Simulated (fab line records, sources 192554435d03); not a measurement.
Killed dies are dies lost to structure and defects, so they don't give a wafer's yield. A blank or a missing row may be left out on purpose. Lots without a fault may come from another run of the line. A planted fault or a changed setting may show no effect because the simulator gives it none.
fab line records | flow n5_finfet
record lots=10 wafers=30 last_day=18
route steps=1938 shown BEOL_M4@1111 BEOL_M11@1556 PASSIVATION@1936
lots that met no fault: from a run of the same line without faults
start_h: hours from the record's first day to the start of the lot's first wafer shown | wait_h: hours since the lot's step before | " the same as in the row above | L1.1+2: a row that stands for several wafers | - no value, or no start given | * or withheld: withheld | < > ~ a bound
route shown NAME@n: a module of which the file shows steps, and the number in the route of the first | usual: mean/standard deviation of fault-free wafers | same: alike in all rows | chamber/n: place in a boat | sites: the reading at each site | _std_site: their standard deviation | _edge_site: outer sites' mean less inner sites' | radius_mm: how far each site lies from the wafer's centre | mask NAME#n: copy n | behind: the tool/chamber that last shaped the wafer | hold: why the lot was held/for how many hours/how that ended | device: the transistor (n, p or np) that didn't switch | end of line: the same wafers' tests at the end of the route | a step without rows: its recipe alone | killed: dies lost to structure and defects at the first sort, not the wafer's yield | map: a wafer's dies, x killed, . not, _ none there
set.NAME: the setting as run; set.NAME@STEP: as run at that earlier step | model.NAME: the simulator's own value behind a step, which no gauge read
steps of the route over a sample of lots; a table a step, a row a wafer
services: from which hour (start_h, from the record's first day; less than 0 if before it) a tool's chamber was out of use, for how many hours, and why
## steps
# step N5_BEOL_M4_RC_MEAS_101
# usual DIBL_N=36.2/2.4 DIBL_P=36.2/2.6 IOFF_N=0.16/0.045 IOFF_P=0.21/0.046 ION_N=674/17 ION_P=463/11 SS_N=71.5/0.77 SS_P=73.1/0.76 VT_N=250/3.9 VT_P=-250/3.9
# columns lot.wafer tool chamber start_h wait_h DIBL_N[mV/V] DIBL_P[mV/V] IOFF_N[nA/um] IOFF_P[nA/um] ION_N[uA/um] ION_P[uA/um] SS_N[mV/dec] SS_P[mV/dec] VT_N[mV] VT_P[mV]
L881.1 prober-02 0 165.46 0.0 39.4 39.7 0.20 0.27 685 474 72.3 73.8 249 -244
L881.2 " 0 " " 37.9 38.3 0.16 0.24 692 480 71.5 72.9 249 -249
L881.3 " 0 " " 40.5 40.5 0.22 0.30 695 473 71.9 74.1 247 -245
L884.3 prober-01 0 178.94 0.3 36.5 38.4 0.18 0.25 678 464 71.1 73.2 247 -246
L884.4 " 0 " " 37.6 38.5 0.20 0.26 701 476 71.8 73.6 245 -246
L884.6 " 0 " " 35.0 35.3 0.13 0.19 649 453 70.9 72.6 255 -250
L885.2 prober-01 0 185.97 0.2 37.8 36.7 0.15 0.17 669 445 72.4 73.7 253 -258
L885.4 " 0 " " 38.2 37.9 0.16 0.20 678 464 71.1 74.5 250 -256
L885.6 " 0 " " 36.8 35.4 0.12 0.16 644 438 72.1 73.0 257 -257
L886.3 prober-01 0 188.56 0.3 35.7 35.2 0.16 0.19 665 452 71.9 72.6 251 -254
L886.4 " 0 " " 33.3 34.2 0.12 0.17 652 453 70.8 72.6 254 -253
L886.5 " 0 " " 34.0 35.0 0.12 0.19 651 457 70.7 72.9 256 -251
L893.1 prober-01 0 249.60 0.0 37.6 36.0 0.17 0.26 671 466 71.2 73.7 250 -246
L893.3 " 0 " " 31.5 28.5 0.09 0.14 648 451 69.6 72.5 254 -254
L893.4 " 0 " " 36.7 34.3 0.17 0.23 681 471 71.2 73.0 246 -243
L895.3 prober-01 0 254.58 0.3 39.9 39.5 0.23 0.33 676 469 73.1 74.4 246 -244
L895.5 " 0 " " 36.7 35.6 0.16 0.24 674 469 71.7 73.7 250 -247
L895.6 " 0 " " 36.6 35.2 0.16 0.24 696 476 71.7 73.8 250 -246
L896.3 prober-01 0 257.52 0.3 35.7 38.0 0.18 0.21 688 468 71.6 73.2 247 -251
L896.5 " 0 " " 34.6 36.0 0.16 0.18 691 468 71.2 72.8 248 -252
L896.6 " 0 " " 36.0 37.9 0.16 0.20 665 458 71.8 73.8 250 -252
L900.2 prober-01 0 292.24 0.2 34.2 33.9 0.14 0.18 684 469 70.8 72.9 252 -252
L900.3 " 0 " " 37.1 35.9 0.18 0.22 680 471 71.7 73.4 252 -249
L900.4 " 0 " " 35.1 34.9 0.14 0.21 660 455 72.4 72.9 251 -246
L903.2 prober-02 0 309.45 0.2 35.4 35.4 0.14 0.22 663 456 70.9 73.0 250 -248
L903.3 " 0 " " 33.3 32.2 0.10 0.17 647 452 70.8 72.6 258 -251
L903.5 " 0 " " 34.5 34.5 0.13 0.21 674 474 71.5 72.9 255 -250
L904.2 prober-01 0 319.56 0.9 33.8 34.0 0.13 0.21 661 458 71.6 72.5 253 -248
L904.3 " 0 " " 38.3 38.9 0.21 0.28 687 475 71.9 73.3 247 -245
L904.5 " 0 " " 32.8 33.3 0.12 0.19 688 477 72.0 71.6 253 -250
# step N5_BEOL_M11_STRIP_67
# recipe chemistry=CF4 resist=SiARC power_w=300 bias_power_w=75 pressure_mtorr=50 cf4_flow_sccm=150 rf_frequency_hz=6e+07
# usual drypump_motor_current_A=5.7/0.41 oes_product_au=0.80/0.081 rf_vpp_V=271.1/1.8 showerhead_plenum_p_Torr=1.80/0.079 throttle_valve_pct=13.62/0.23
# columns lot.wafer tool chamber start_h wait_h drypump_motor_current_A oes_product_au rf_hours_counter_h rf_vpp_V showerhead_plenum_p_Torr throttle_valve_pct
L881.1 rie_diel-02 0 208.20 0.0 5.7 0.73 189 271.8 1.86 13.94
L881.2 " 2 " " 5.7 0.88 44 272.5 1.89 13.48
L881.3 " 3 " " 6.3 0.75 141 269.5 1.64 13.61
L884.3 rie_diel-02 3 220.36 0.0 6.3 0.75 146 268.6 1.64 13.63
L884.4 " 2 " " 5.7 0.88 - 274.9 1.89 13.47
L884.6 " 3 " " 6.3 0.75 - 267.6 1.64 13.62
L885.2 rie_diel-06 1 226.70 0.0 5.2 0.80 84 273.3 1.89 13.81
L885.4 " 1 " " 5.2 0.80 - 274.0 1.89 13.81
L885.6 " 3 " " 5.2 0.92 - 269.2 1.77 13.44
L886.3 rie_diel-01 1 236.01 0.0 5.2 0.68 233 270.3 1.85 13.92
L886.4 " 2 " " 5.5 0.72 230 271.3 1.83 13.84
L886.5 " 2 " " 5.5 0.71 - 272.0 1.83 13.85
L893.1 rie_diel-06 3 314.90 0.0 5.1 0.87 51 270.0 1.76 13.52
L893.3 " 1 " " 5.2 0.77 112 270.7 1.88 13.87
L893.4 " 3 " " 5.1 0.87 - 269.7 1.76 13.53
L895.3 rie_diel-02 3 318.96 0.0 6.3 0.74 154 268.2 1.64 13.62
L895.5 " 1 " " 5.8 0.72 - 270.9 1.78 13.62
L895.6 " 3 " " 6.3 0.74 - 268.1 1.64 13.62
L896.3 rie_diel-02 0 325.58 0.0 5.7 0.72 206 272.3 1.85 13.99
L896.5 " 3 " " 6.3 0.74 - 268.3 1.64 13.65
L896.6 " 1 " " 5.8 0.72 - 270.7 1.78 13.64
L900.2 rie_diel-06 0 343.97 0.0 5.5 0.83 61 270.6 1.76 13.51
L900.3 " 1 " " 5.2 0.76 123 273.6 1.88 13.89
L900.4 " 3 " " 5.1 0.85 62 270.2 1.75 13.52
L903.2 rie_diel-02 3 370.90 0.0 6.3 0.72 170 269.1 1.63 13.68
L903.3 " 0 " " 5.7 0.70 220 273.5 1.85 14.02
L903.5 " 3 " " 6.3 0.73 - 268.4 1.63 13.68
L904.2 rie_diel-06 1 385.67 0.0 5.2 0.75 136 271.4 1.88 13.93
L904.3 " 2 " " 6.2 0.92 17 270.5 1.85 13.12
L904.5 " 0 " " 5.5 0.82 - 269.6 1.76 13.53
# step N5_BEOL_M11_CD_MEAS_28
# recipe target_cd_nm=70 landing_energy_ev=500 detector=se_inlens polarity=opening
# usual cd_nm=69.9/1
# columns lot.wafer tool chamber start_h wait_h cd_nm
L881.1 cd_sem-02 0 209.37 - 69.4
L881.2 " 0 " " 70.1
L881.3 " 0 " " 69.7
L884.3 cd_sem-01 0 221.68 - 68.7
L884.4 " 0 " " 71.7
L884.6 " 0 " " 71.5
L885.2 cd_sem-01 0 228.41 - 70.4
L885.4 " 0 " " 70.7
L885.6 " 0 " " 69.8
L886.3 cd_sem-02 0 236.94 - 69.4
L886.4 " 0 " " 69.1
L886.5 " 0 " " 68.9
L893.1 cd_sem-02 0 317.33 - 70.1
L893.3 " 0 " " 68.3
L893.4 " 0 " " 69.5
L895.3 cd_sem-02 0 319.52 - 69.9
L895.5 " 0 " " 71.4
L895.6 " 0 " " 69.1
L896.3 cd_sem-01 0 328.13 - 68.7
L896.5 " 0 " " 68.9
L896.6 " 0 " " 68.5
L900.2 cd_sem-01 0 345.86 - 69.7
L900.3 " 0 " " 69.6
L900.4 " 0 " " 70.9
L903.2 cd_sem-01 0 371.55 - 71.3
L903.3 " 0 " " 70.7
L903.5 " 0 " " 70.3
L904.2 cd_sem-03 0 386.48 - 70.3
L904.3 " 0 " " 70.6
L904.5 " 0 " " 70.4
# step N5_BEOL_M11_VIA_ETCH_34
# recipe chemistry=C4F6/O2 target=SiCOH_lowk target_depth_a=1845 mask_material=SOC taper_deg=4 time_s=69.2 ion_energy_ev=250 pressure_mtorr=30 source_w=345 bias_w=185 Ar_flow_sccm=300 C4F6_flow_sccm=10 O2_flow_sccm=10
# usual C4F6_flow_sccm=10.003/0.03 O2_flow_sccm=10.00/0.03 bias_w=184.9/0.56 drypump_motor_current_A=5.7/0.45 oes_ar_750_au=0.83/0.091 oes_product_au=0.83/0.088 rf_vpp_V=663/16 showerhead_plenum_p_Torr=2.86/0.092 throttle_valve_pct=20.87/0.28
# columns lot.wafer tool chamber start_h wait_h C4F6_flow_sccm O2_flow_sccm bias_w drypump_motor_current_A oes_ar_750_au oes_product_au rf_hours_counter_h rf_vpp_V showerhead_plenum_p_Torr throttle_valve_pct
L881.1 rie_diel-06 2 209.76 0.0 - - - - - - - - - -
L881.2 " 3 " " - - - - - - - - - -
L881.3 " 0 " " - - - - - - - - - -
L884.3 rie_diel-06 2 221.98 0.0 - - - - - - - - - -
L884.4 " 3 " " - - - - - - - - - -
L884.6 " 2 " " - - - - - - - - - -
L885.2 rie_diel-01 3 228.88 0.0 9.994 10.00 184.6 6.4 0.87 0.86 20 668 2.87 20.29
L885.4 " 1 " " 9.994 10.00 185.1 5.2 0.69 0.68 - 653 2.96 21.30
L885.6 " 3 " " 10.048 10.05 186.0 6.3 0.87 0.87 - 666 2.87 20.28
L886.3 rie_diel-06 1 237.61 0.0 10.023 9.95 185.0 5.2 0.80 0.79 90 684 2.97 21.12
L886.4 " 3 " " 10.037 10.01 185.2 5.1 0.91 0.90 29 637 2.81 20.94
L886.5 " 1 " " 9.978 9.96 184.3 5.2 0.79 0.79 - 684 2.97 21.12
L893.1 rie_diel-06 3 317.88 0.0 10.049 9.96 184.5 5.1 0.88 0.87 52 633 2.80 20.99
L893.3 " 0 " " 10.024 10.00 185.8 5.5 0.84 0.87 51 698 2.78 20.83
L893.4 " 1 " " 9.982 10.02 185.4 5.2 0.77 0.77 - 684 2.96 21.15
L895.3 rie_diel-01 1 319.82 0.0 9.981 10.00 184.2 5.2 1.01 0.97 3 654 2.95 20.93
L895.5 " 0 " " 10.061 10.00 184.9 5.9 0.86 0.86 - 648 2.78 20.92
L895.6 " 1 " " 10.012 9.99 184.9 5.2 1.00 0.98 - 654 2.95 20.93
L896.3 rie_diel-06 3 328.42 0.0 10.026 10.06 185.5 5.1 0.88 0.87 55 636 2.80 20.99
L896.5 " 0 " " 9.959 9.97 185.3 5.5 0.83 0.85 - 696 2.77 20.84
L896.6 " 3 " " 10.017 10.05 185.2 5.1 0.87 0.87 - 636 2.79 20.97
L900.2 rie_diel-02 3 346.15 0.0 9.994 9.98 185.6 6.3 0.72 0.74 163 671 2.60 20.97
L900.3 " 2 " " 9.993 10.01 184.3 5.7 0.86 0.87 62 660 3.01 20.96
L900.4 " 1 " " 10.014 9.97 185.2 5.8 0.71 0.72 197 655 2.83 20.94
L903.2 rie_diel-01 3 371.91 0.0 9.965 9.93 184.4 6.4 0.81 0.80 67 665 2.85 20.35
L903.3 " 2 " " 10.012 10.00 184.3 5.5 0.94 0.96 14 659 2.93 21.04
L903.5 " 0 " " 10.009 9.94 185.0 5.9 0.83 0.83 - 651 2.77 20.95
L904.2 rie_diel-01 3 386.83 0.0 10.030 9.95 185.0 6.4 0.79 0.80 72 665 2.85 20.35
L904.3 " 2 " " 9.992 10.04 184.4 5.5 0.93 0.94 20 657 2.93 21.06
L904.5 " 2 " " 9.996 10.03 185.7 5.5 0.93 0.94 - 657 2.93 21.05
# step N5_PASSIVATION_PROBE_49
# usual defect_limited_yield=91.2/1.4 killed_at_M0_to_M3=33/9.5 killed_at_M4_up=13/4.7 killed_at_contacts=11/5.3 killed_at_front_end=42/12 killed_at_other=5/3.3 killed_dies=104/17 killed_on_rim=14/4 killed_open=67/12 killed_short=33/7.7 sort_bin_5_function=5.1/0.94 sort_bin_6_memory=3.3/0.67 sort_bin_8_speed=0.1/1.3 sort_n_pass=1074/24 sort_yield_pct=91.1/2
# same gross_dies=1180 killed_at_back_side=0 sort_bin_4_leakage[%]=0
# columns lot.wafer tool chamber start_h wait_h defect_limited_yield[%] killed_at_M0_to_M3 killed_at_M4_up killed_at_contacts killed_at_front_end killed_at_other killed_dies killed_on_rim killed_open killed_short sort_bin_5_function[%] sort_bin_6_memory[%] sort_bin_8_speed[%] sort_n_pass sort_yield_pct[%]
L881.1 prober-02 - 253.63 0.0 0 25 1102 3 47 3 1180 152 53 42 96.4 3.1 0 0 0
L881.2 prober-02 - 253.68 0.1 0 34 1098 10 33 5 1180 152 65 21 97.7 2.2 0 0 0
L881.3 prober-02 - 253.73 0.1 0 33 1122 3 15 7 1180 152 45 16 97.9 1.9 0 0 0
L884.3 prober-01 - 262.26 0.1 0 38 1103 6 30 3 1180 152 65 32 96.4 3.2 0 0 0
L884.4 prober-01 - 262.31 0.2 0 36 1092 9 31 12 1180 152 60 36 96.3 3.6 0 0 0
L884.6 prober-01 - 262.41 0.3 0 53 1080 9 26 12 1180 152 73 45 95.6 3.8 0 0 0
L885.2 prober-01 - 275.85 0.1 92.2 29 14 6 38 5 92 17 61 26 3.9 3.5 0 1088 92.2
L885.4 prober-01 - 275.95 0.2 93.6 23 5 6 40 2 76 7 44 31 3.3 2.9 0 1104 93.6
L885.6 prober-01 - 276.05 0.3 89.7 34 12 6 65 4 121 16 81 34 5.8 3.6 0.4 1054 89.3
L886.3 prober-01 - 279.41 0.1 89.5 26 12 20 63 3 124 14 91 32 5.8 4.5 0 1056 89.5
L886.4 prober-01 - 279.46 0.2 93.6 23 14 7 28 3 75 5 47 26 3.6 2.5 0 1105 93.6
L886.5 prober-01 - 279.51 0.2 92.4 13 18 13 45 1 90 9 64 26 4.7 3.0 0 1090 92.4
L893.3 prober-02 - 370.69 0.1 90.0 28 18 23 47 2 118 16 72 44 6.3 3.4 0.2 1060 89.8
L895.6 prober-01 - 376.89 0.3 91.9 43 20 8 23 2 96 17 62 27 3.9 3.3 0 1084 91.9
L896.3 prober-02 - 388.14 0.1 90.3 41 11 13 45 4 114 18 82 31 6.0 3.6 0 1066 90.3
L896.5 prober-02 - 388.24 0.2 92.9 30 15 7 26 6 84 10 50 33 4.2 2.6 0 1096 92.9
L896.6 prober-02 - 388.29 0.3 93.2 31 15 10 16 8 80 11 50 25 4.3 2.4 0 1100 93.2
L900.2 prober-01 - 398.92 0.1 91.7 22 6 16 46 8 98 13 60 37 4.8 3.0 0 1082 91.7
L900.3 prober-01 - 398.97 0.1 92.5 32 8 6 33 10 89 18 57 32 4.8 2.5 0 1091 92.5
L900.4 prober-01 - 399.02 0.2 93.9 25 12 5 24 6 72 8 52 19 3.6 2.3 0 1108 93.9
# killed by level:class
L881.1 BEOL_M11:area_etch=1085 FIN_SAQP:geometric_particle:short=13 BEOL_M2:geometric_particle:open=11 BEOL_M4:geometric_particle:open=7 FIN_SAQP:geometric_particle:open=6 GATE_CUT:geometric_particle:short=5 STARTING-WAFER:geometric_particle:short=5 BEOL_M4:geometric_particle:short=4
L881.2 BEOL_M11:area_etch=1094 FIN_SAQP:geometric_particle:open=10 BEOL_M2:geometric_particle:open=10 MOL_CONTACT_COAG:geometric_particle:open=9 FIN_SAQP:geometric_particle:short=6 DUMMY_GATE:geometric_particle:open=6 BEOL_M1:geometric_particle:open=5 STI_FIN_REVEAL:geometric_particle:open=4
L881.3 BEOL_M11:area_etch=1119 BEOL_M2:geometric_particle:open=11 BEOL_M3:geometric_particle:open=7 BEOL_M1:geometric_particle:open=6 PASS1_CAP:geometric_particle:short=6 FIN_SAQP:geometric_particle:open=5 BEOL_M0:geometric_particle:open=4 MOL_CONTACT_COAG:geometric_particle:open=3
L884.3 BEOL_M11:area_etch=1082 BEOL_M1:geometric_particle:open=8 BEOL_M3:geometric_particle:open=8 BEOL_M0_SAQP:geometric_particle:open=7 BEOL_M0_SAQP:geometric_particle:short=7 BEOL_M4:geometric_particle:open=7 FIN_SAQP:geometric_particle:open=5 GATE_CUT:geometric_particle:short=5
L884.4 BEOL_M11:area_etch=1083 BEOL_M0_SAQP:geometric_particle:open=9 FIN_SAQP:geometric_particle:open=8 BEOL_M2:geometric_particle:open=8 MOL_CONTACT_COAG:geometric_particle:open=7 GATE_CUT:geometric_particle:short=6 FIN_SAQP:geometric_particle:short=5 BEOL_M0_SAQP:geometric_particle:short=5
L884.6 BEOL_M11:area_etch=1062 BEOL_M0_SAQP:geometric_particle:open=14 BEOL_M0_SAQP:geometric_particle:short=12 BEOL_M1:geometric_particle:short=8 BEOL_M3:geometric_particle:open=8 MOL_CONTACT_COAG:geometric_particle:open=7 BEOL_M1:geometric_particle:open=6 PASS1_CAP:geometric_particle:short=6
L885.2 STI_FIN_REVEAL:geometric_particle:open=13 BEOL_M3:geometric_particle:open=7 MOL_CONTACT_COAG:geometric_particle:open=6 BEOL_M0_SAQP:geometric_particle:short=6 DUMMY_GATE:geometric_particle:open=5 FIN_SAQP:geometric_particle:open=4 BEOL_M7:geometric_particle:open=4 STI_FIN_REVEAL:geometric_particle:short=4
L885.4 STI_FIN_REVEAL:geometric_particle:open=8 FIN_SAQP:geometric_particle:open=5 BEOL_M3:geometric_particle:short=5 STARTING-WAFER:geometric_particle:open=5 BEOL_M0:geometric_particle:open=4 MOL_CONTACT_COAG:geometric_particle:open=4 BEOL_M2:geometric_particle:short=4 BEOL_M3:geometric_particle:open=4
L885.6 STI_FIN_REVEAL:geometric_particle:open=20 BEOL_M3:geometric_particle:open=12 FIN_SAQP:geometric_particle:short=8 DUMMY_GATE:geometric_particle:open=6 MOL_CONTACT_COAG:geometric_particle:open=6 BEOL_M2:geometric_particle:open=6 FIN_SAQP:geometric_particle:open=5 BEOL_M4:geometric_particle:open=5
L886.3 STI_FIN_REVEAL:geometric_particle:open=18 MOL_CONTACT_COAG:geometric_particle:open=16 ILD0:geometric_particle:short=8 BEOL_M2:geometric_particle:open=8 BEOL_M3:geometric_particle:open=8 BEOL_M4:geometric_particle:open=8 GATE_CUT:geometric_particle:short=6 GATE_CUT:geometric_particle:open=6
L886.4 DUMMY_GATE:geometric_particle:open=9 MOL_CONTACT_COAG:geometric_particle:open=6 BEOL_M3:geometric_particle:open=6 GATE_CUT:geometric_particle:short=5 BEOL_M0_SAQP:geometric_particle:short=5 BEOL_M4:geometric_particle:open=5 ILD0:geometric_particle:short=4 BEOL_M2:geometric_particle:open=4
L886.5 STI_FIN_REVEAL:geometric_particle:open=14 MOL_CONTACT_COAG:geometric_particle:open=11 FIN_SAQP:geometric_particle:short=8 BEOL_M4:geometric_particle:open=6 BEOL_M5:geometric_particle:open=6 GATE_CUT:geometric_particle:open=5 BEOL_M2:geometric_particle:open=4 FIN_SAQP:geometric_particle:open=3
L893.3 FIN_SAQP:geometric_particle:short=13 MOL_CONTACT_COAG:geometric_particle:open=12 MOL_CONTACT_COAG:geometric_particle:short=11 FIN_SAQP:geometric_particle:open=10 STI_FIN_REVEAL:geometric_particle:open=9 BEOL_M0_SAQP:geometric_particle:open=7 BEOL_M4:geometric_particle:open=7 BEOL_M0_SAQP:geometric_particle:short=6
L895.6 BEOL_M0_SAQP:geometric_particle:short=11 BEOL_M4:geometric_particle:open=10 BEOL_M0_SAQP:geometric_particle:open=9 MOL_CONTACT_COAG:geometric_particle:open=7 BEOL_M1:geometric_particle:open=7 BEOL_M2:geometric_particle:open=6 HKMG_FIN:area_etch=5 STI_FIN_REVEAL:geometric_particle:open=4
L896.3 STI_FIN_REVEAL:geometric_particle:open=17 BEOL_M2:geometric_particle:open=13 MOL_CONTACT_COAG:geometric_particle:open=10 BEOL_M4:geometric_particle:open=8 BEOL_M3:geometric_particle:open=6 FIN_SAQP:geometric_particle:open=5 DUMMY_GATE:geometric_particle:open=5 DUMMY_GATE:geometric_particle:short=4
L896.5 BEOL_M2:geometric_particle:open=8 FIN_SAQP:geometric_particle:short=7 BEOL_M0_SAQP:geometric_particle:short=7 BEOL_M4:geometric_particle:open=7 STI_FIN_REVEAL:geometric_particle:open=6 BEOL_M0_SAQP:geometric_particle:open=5 FIN_SAQP:geometric_particle:open=4 MOL_CONTACT_COAG:geometric_particle:short=4
L896.6 BEOL_M2:geometric_particle:open=8 BEOL_M0_SAQP:geometric_particle:open=8 MOL_CONTACT_COAG:geometric_particle:open=7 BEOL_M4:geometric_particle:open=7 BEOL_M0_SAQP:geometric_particle:short=6 FIN_SAQP:geometric_particle:open=5 MOL_CONTACT_COAG:geometric_particle:short=3 STARTING-WAFER:geometric_particle:short=3
L900.2 MOL_CONTACT_COAG:geometric_particle:open=10 FIN_SAQP:geometric_particle:short=8 FIN_SAQP:geometric_particle:open=7 GATE_CUT:geometric_particle:open=7 BEOL_M3:geometric_particle:open=7 MOL_CONTACT_COAG:geometric_particle:short=6 STI_FIN_REVEAL:geometric_particle:open=5 GATE_CUT:geometric_particle:short=5
L900.3 GATE_CUT:geometric_particle:short=9 BEOL_M0_SAQP:geometric_particle:open=8 STI_FIN_REVEAL:geometric_particle:open=7 FIN_SAQP:geometric_particle:short=6 MOL_CONTACT_COAG:geometric_particle:open=5 BEOL_M0_SAQP:geometric_particle:short=5 BEOL_M1:geometric_particle:open=5 BEOL_M2:geometric_particle:open=5
L900.4 STI_FIN_REVEAL:geometric_particle:open=7 BEOL_M3:geometric_particle:open=7 BEOL_M0_SAQP:geometric_particle:short=6 BEOL_M0_SAQP:geometric_particle:open=5 MOL_CONTACT_COAG:geometric_particle:open=5 FIN_SAQP:geometric_particle:short=4 BEOL_M4:geometric_particle:open=4 GATE_CUT:geometric_particle:open=3
## services
# columns tool chamber start_h hours kind
rie_diel-02 1 196.13 24.9 repair
rie_diel-01 0 211.47 - clean
rie_diel-01 0 211.47 - consumable_replace:focus_ring
rie_diel-01 0 211.47 18.4 scheduled_down
rie_diel-01 0 211.47 18.4 vent_cycle
rie_diel-01 2 218.89 6.3 repair
rie_diel-06 2 227.39 4.3 repair
rie_diel-06 1 244.69 4.1 repair
rie_diel-01 3 282.73 4.1 repair
rie_diel-01 1 286.82 - clean
rie_diel-01 1 286.82 - consumable_replace:focus_ring
rie_diel-01 1 286.82 26.8 scheduled_down
rie_diel-01 1 286.82 26.8 vent_cycle
rie_diel-06 2 299.52 - clean
rie_diel-06 2 299.52 - consumable_replace:focus_ring
rie_diel-06 2 299.52 35.5 scheduled_down
rie_diel-06 2 299.52 35.5 vent_cycle
rie_diel-01 0 304.06 1.6 repair
rie_diel-01 2 313.81 - clean
rie_diel-01 2 313.81 - consumable_replace:focus_ring
rie_diel-01 2 313.81 15.4 scheduled_down
rie_diel-01 2 313.81 15.4 vent_cycle
rie_diel-06 - 331.06 0.5 repair
rie_diel-06 1 357.97 1.8 repair
## key
first_sign step=N5_BEOL_M11_VIA_ETCH_34 reading=tool_record direction=missing
effect step=N5_PASSIVATION_PROBE_49 reading=killed_at_M4_up direction=up sigmas=99+ usual=13 struck=1100
more_kills_born_at N5_BEOL_M11_VIA_ETCH_34@rie_diel-06=6525
met_at N5_BEOL_M11_VIA_ETCH_34
struck_lots L881,L884
later_rows_left_out L881.1,L881.2,L881.3,L884.3,L884.4,L884.6
not_acting_at N5_BEOL_M11_STRIP_67,N5_BEOL_M11_CD_MEAS_28
fault kind=skipped_step_whole tool=rie_diel-06 chamber=- onset_h=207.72 steps=N5_BEOL_M11_VIA_ETCH_34 scope=struck_lots_only
# later_rows_left_out: the simulator's readings of these wafers behind a module that went badly wrong aren't trusted and aren't shown, but for the sort
